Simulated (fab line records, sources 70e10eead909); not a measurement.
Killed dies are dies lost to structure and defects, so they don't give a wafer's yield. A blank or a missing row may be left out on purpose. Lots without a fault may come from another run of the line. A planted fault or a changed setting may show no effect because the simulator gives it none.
Tool commonality check | flow nand_harc | 3 lots, 9 wafers sampled

WHY IT WAS OPENED
At NHARC_END_SORT_01 the reading killed_at_array is flagged on 3 of 3 lots. Wafers without a fault read 25, standard deviation 7.8.
Rule: a lot is flagged when every wafer of it that has a number lies more than 4 standard deviations from that mean, or none has a number. The other lots count as sound.

lot  | measured     | on        | killed_at_array, wafer by wafer | flag
L761 | day 23 03:17 | prober-01 | 673 675 672                     | FLAGGED
L758 | day 23 04:03 | prober-02 | 671 676 672                     | FLAGGED
L762 | day 23 11:52 | prober-01 | 672 676 670                     | FLAGGED
The numbers of the flagged lots are 673 on average: +648 against the usual, or +83 standard deviations.

WHICH TOOL RAN EACH LOT
The record holds 4 process steps before the reading, out of a route of 1159 steps. In each cell: the tool, then ch and the chambers that the sampled wafers went through, then the start.
lot  | flag    | NHARC_A_STAIRCASE_TRIM_189                    | NHARC_A_STAIRCASE_ETCH_192                    | NHARC_A_STAIRCASE_ETCH_201       | NHARC_A_STAIRCASE_STRIP_205
L761 | FLAGGED | rie_diel-06 ch 0,1,3, day 14 18:09 or earlier | rie_diel-06 ch 1,3, day 14 18:09 or earlier   | rie_diel-06 ch 0,2, day 14 18:09 | plasma_asher-01 ch 0,1, day 14 18:37
L758 | FLAGGED | rie_diel-13 ch 2,3, day 14 08:52 or earlier   | rie_diel-13 ch 0,2,3, day 14 08:52 or earlier | rie_diel-13 ch 0,3, day 14 08:52 | plasma_asher-02 ch 1, day 14 09:28
L762 | FLAGGED | rie_diel-07 ch 0,3, day 14 18:32 or earlier   | rie_diel-07 ch 1,2,3, day 14 18:32 or earlier | rie_diel-07 ch 2,3, day 14 18:32 | plasma_asher-01 ch 0,1, day 14 19:00
What these steps do:
- NHARC_A_STAIRCASE_TRIM_189: chemistry O2, time 211.2 s.
- NHARC_A_STAIRCASE_ETCH_192: etches the open film in C4F8/O2, target depth 100 nm, time 40.5 s.
- NHARC_A_STAIRCASE_ETCH_201: etches the open film in C4F8/O2, target depth 100 nm, time 40.5 s.
- NHARC_A_STAIRCASE_STRIP_205: strips in O2.
- NHARC_END_SORT_01

FLAGGED OVER TOTAL, TOOL BY TOOL (the gauges that took the reading come last)
step                        | tool            | lots run | flagged | share of the flagged lots | sound lots run after its first flagged lot
NHARC_A_STAIRCASE_TRIM_189  | rie_diel-06     | 1        | 1       | some                      | 0
NHARC_A_STAIRCASE_TRIM_189  | rie_diel-07     | 1        | 1       | some                      | 0
NHARC_A_STAIRCASE_TRIM_189  | rie_diel-13     | 1        | 1       | some                      | 0
NHARC_A_STAIRCASE_ETCH_192  | rie_diel-06     | 1        | 1       | some                      | 0
NHARC_A_STAIRCASE_ETCH_192  | rie_diel-07     | 1        | 1       | some                      | 0
NHARC_A_STAIRCASE_ETCH_192  | rie_diel-13     | 1        | 1       | some                      | 0
NHARC_A_STAIRCASE_ETCH_201  | rie_diel-06     | 1        | 1       | some                      | 0
NHARC_A_STAIRCASE_ETCH_201  | rie_diel-07     | 1        | 1       | some                      | 0
NHARC_A_STAIRCASE_ETCH_201  | rie_diel-13     | 1        | 1       | some                      | 0
NHARC_A_STAIRCASE_STRIP_205 | plasma_asher-01 | 2        | 2       | some                      | 0
NHARC_A_STAIRCASE_STRIP_205 | plasma_asher-02 | 1        | 1       | some                      | 0
NHARC_END_SORT_01           | prober-01       | 2        | 2       | some                      | 0
NHARC_END_SORT_01           | prober-02       | 1        | 1       | some                      | 0
NHARC_A_STAIRCASE_TRIM_189 gives no start for some lots, so the hours and the order of its lots are those of NHARC_A_STAIRCASE_ETCH_201. NHARC_A_STAIRCASE_ETCH_192 gives no start for some lots, so the hours and the order of its lots are those of NHARC_A_STAIRCASE_ETCH_201.

WHAT THE TABLE ALLOWS
No row of the table ran every flagged lot.

WHAT THE SIMULATOR HAD PUT IN
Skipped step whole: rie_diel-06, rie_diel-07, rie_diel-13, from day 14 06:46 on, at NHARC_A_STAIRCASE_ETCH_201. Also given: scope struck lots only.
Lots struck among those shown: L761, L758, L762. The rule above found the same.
